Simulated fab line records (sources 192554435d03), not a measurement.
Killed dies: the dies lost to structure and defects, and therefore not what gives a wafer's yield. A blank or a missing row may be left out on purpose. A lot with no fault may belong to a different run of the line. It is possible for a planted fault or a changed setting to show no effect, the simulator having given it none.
Comparing a struck lot with a sound one	flow n5Finfet	44 steps out of a route of 1938
Sound: wafers L194.1, L194.2, L194.6. Wafers struck: L209.4, L209.6. Last of all comes the cause.
At each step with rows: each side's tool, then ch and its chambers, then its first start. Under that, the readings that differ: sound wafers	struck wafers	difference of the means	sigmas: that difference in standard deviations of wafers without a fault.
alike: readings whose means differ by less than 2 such deviations, and words and numbers that are the same on both sides. not compared: withheld readings, readings that some wafer has no value for, bounds like >300 that may hide the same value, and numbers for which the record gives no deviation and whose values overlap.
The two part at a step that has a row with sigmas, a row that says differs or no value, or rows on one side only. Non-overlapping numbers with no deviation appear without sigmas and do not part them. Lack of a reading on every wafer of one side parts them only where that side has two or more wafers.

first, 2 steps without rows for these wafers: N5_BEOL_M6_SPUTTER_48 (material Cu, target thk 10 nm, time 1.667 s); N5_BEOL_M6_ECD_50 (material Cu, target thk 300 nm).
N5_BEOL_M6_ANNEAL_51: time 90 s.
  sound on rtpAnneal-02 ch 0, day 9 06:53; struck on rtpAnneal-02 ch 0, day 13 19:29
  alike: annealTempC, wafer_temp_C_max
then, 1 step without rows for these wafers: N5_BEOL_M6_CMP_52 (polishes, stops on SiCOH lowk, t overpolish 6.9 s, target thk 80 nm).
N5_BEOL_M6_THK_MEAS_53: measures by xrf.
  sound: filmMetro-01 at day 9 07:29; struck: filmMetro-02 at day 13 19:56
  alike: M6_THK
then, 1 step without rows for these wafers: N5_BEOL_M6_PRE_CLEAN_55 (time 15 s).
N5_BEOL_M6_DEP_56: deposits SiCN from 3MS/NH3, target thk 10 nm, time 17.5 s.
  sound on pecvd-01 ch 0,1,2, day 9 07:32; struck on pecvd-03 ch 0,1, day 13 20:02
  alike: showerheadPlenumPTorr, throttleValvePct
N5_BEOL_M6_RS_MEAS_57: a four-point-probe measurement.
  sound: filmMetro-01 at day 9 07:37; struck: filmMetro-01 at day 13 20:05
  alike: M6_RS
N5_BEOL_M6_INSPECT_58: inspects for defects (darkfield).
  sound: defectInspect-01 at day 9 07:38; struck: defectInspect-02 at day 13 20:07
  alike: rawDefectCount
N5_BEOL_M7_ILD_DEP_00: deposits SiCOH lowk from DEMS/porogen, target thk 179.75 nm, time 33.4 s.
  sound on pecvd-02 ch 1,2, day 9 07:41; struck on pecvd-02 ch 1,2, day 13 20:10
  alike: heaterPowerW, showerheadPlenumPTorr, throttleValvePct
then, 1 step without rows for these wafers: N5_BEOL_M7_CURE_74 (cures SiCOH lowk, time 240 s).
N5_BEOL_M7_THK_MEAS_01:
  sound: filmMetro-01 at day 9 08:15; struck: filmMetro-01 at day 13 20:44
  alike: M7_ILD_THK
N5_BEOL_M7_PECVD_70: deposits SiO2 from TEOS/O2, target thk 20 nm, time 22.7 s.
  sound on pecvd-02 ch 0,1, day 9 08:17; struck on pecvd-01 ch 1,2, day 13 20:47
reading	sound	struck	difference	sigmas
heaterPowerW (W)	777 707 703	550 637	-136	-2
model.SiO2_of_BEOL_M7_PECVD_70.thkNm (nm)	20.2 20 20	33.2 33.8	+13.4	
  alike: showerheadPlenumPTorr, throttleValvePct
then, 9 steps without rows for these wafers: N5_BEOL_M7_HM_DEP_02 (deposits TiN, target thk 20 nm); N5_BEOL_M7_COAT_59 (time 60 s, resist thk 100 nm); N5_BEOL_M7_COAT_60 (time 60 s, resist thk 35 nm); N5_BEOL_M7_COAT_05 (resist thk 90 nm); N5_BEOL_M7_EBR_07; N5_BEOL_M7_SOFTBAKE_06 (time 60 s); N5_BEOL_M7_EXPOSE_08 (exposes mask M7); N5_BEOL_M7_PEB_09 (peb time 60 s); N5_BEOL_M7_DEVELOP_10 (develop time 30 s).
N5_BEOL_M7_CD_MEAS_11: the cd target is 38.5 nm.
  sound on cdSem-03 ch 0, day 9 08:53; struck on cdSem-03 ch 0, day 13 21:59
  alike: cdNm
N5_BEOL_M7_OVL_MEAS_12:
  sound on overlay-01 ch 0, day 9 08:55; struck on overlay-01 ch 0, day 13 22:01
reading	sound	struck	difference	sigmas
M7_OVL (nm)	-0.3 0.9 0.0	-1.4 -2.0	-1.9	-2
N5_BEOL_M7_INSPECT_13: inspects for defects (brightfield).
  sound: defectInspect-01 at day 9 08:56; struck: defectInspect-02 at day 13 22:02
  alike: rawDefectCount
then, 1 step without rows for these wafers: N5_BEOL_M7_DESCUM_16 (chemistry O2, time 7.9 s).
N5_BEOL_M7_ETCH_61: etches SiARC in CF4, target depth 45.5 nm, time 75.8 s.
  sound on rieDiel-06 ch 0,1, day 9 09:20; struck on rieDiel-03 ch 0,2, day 13 22:14
  alike: drypumpMotorCurrentA, etchRfOnTimeS, oesProductAu, rfVppV, showerheadPlenumPTorr, throttleValvePct
  not compared: rfHoursCounterH
then, 2 steps without rows for these wafers: N5_BEOL_M7_ETCH_62 (etches SOC in N2/H2, target depth 110 nm, overetch 22 nm, time 165 s); N5_BEOL_M7_STRIP_68 (strips in N2/H2).
N5_BEOL_M7_STRIP_67: strips in CF4.
  sound on rieDiel-06 ch 0,1, day 9 09:32; struck on rieDiel-03 ch 0,2, day 13 22:25
  alike: drypumpMotorCurrentA, oesProductAu, rfVppV, showerheadPlenumPTorr, throttleValvePct
  not compared: rfHoursCounterH
then, 2 steps without rows for these wafers: N5_BEOL_M7_HM_OPEN_17 (chemistry Cl2/BCl3, target TiN, target depth 20 nm, overetch 6 nm); N5_BEOL_M7_STRIP_19 (strips in O2).
N5_BEOL_M7_CD_MEAS_18: pitch 80 nm, target cd 40 nm.
  sound: cdSem-03 at day 9 09:46; struck: cdSem-01 at day 13 22:38
  alike: cdNm
then, 9 steps without rows for these wafers: N5_BEOL_M7_COAT_63 (time 60 s, resist thk 60 nm); N5_BEOL_M7_COAT_64 (time 60 s, resist thk 12 nm); N5_BEOL_M7_COAT_71 (time 60 s, resist thk 5 nm); N5_BEOL_M7_COAT_22 (resist thk 30 nm); N5_BEOL_M7_EBR_24; N5_BEOL_M7_SOFTBAKE_23 (time 60 s); N5_BEOL_M7_EXPOSE_25 (exposes mask V6, target cd 40 nm); N5_BEOL_M7_PEB_26 (peb time 60 s); N5_BEOL_M7_DEVELOP_27 (develop time 30 s).
N5_BEOL_M7_HM_STRIP_39: strips TiN in peroxide tin strip, target depth 25 nm, time 158 s.
  sound on wetBench-02 ch 1,4,7, day 9 13:50; struck on wetBench-05 ch 2,4, day 13 23:41
reading	sound	struck	difference	sigmas
model.SiO2_of_BEOL_M7_PECVD_70.thkNm (nm)	20 19.8 20	33 33.8	+13	
N5_BEOL_M7_CMP_52: polishes, stops on SiCOH lowk, t overpolish 6.9 s, target thk 80 nm.
  sound on cmp-02 ch 0,1,2, day 9 15:32; struck on cmp-02 ch 2,3, day 14 02:49
reading	sound	struck	difference	sigmas
barrierFieldEndpointS (s)	31.4 28.8 29.1	42.9 43.3	+13.3	+17
clearingPlatenDownForcePsi (psi)	1.499 1.501 1.495	1.508 1.501	+0.006	+2
overpolishRunS (s)	6.910 6.885 6.912	4.192 3.743	-2.935	-99 or more
  alike: motorCurrentA, retainingRingPressureFrac

== WHERE THEY PART ==
At N5_BEOL_M7_PECVD_70 first; at N5_BEOL_M7_CMP_52 last (within this record only).

WHY: the cause the simulator had injected
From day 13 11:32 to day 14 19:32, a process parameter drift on pecvd-01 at N5_BEOL_M7_PECVD_70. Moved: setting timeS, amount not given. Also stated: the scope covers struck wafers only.
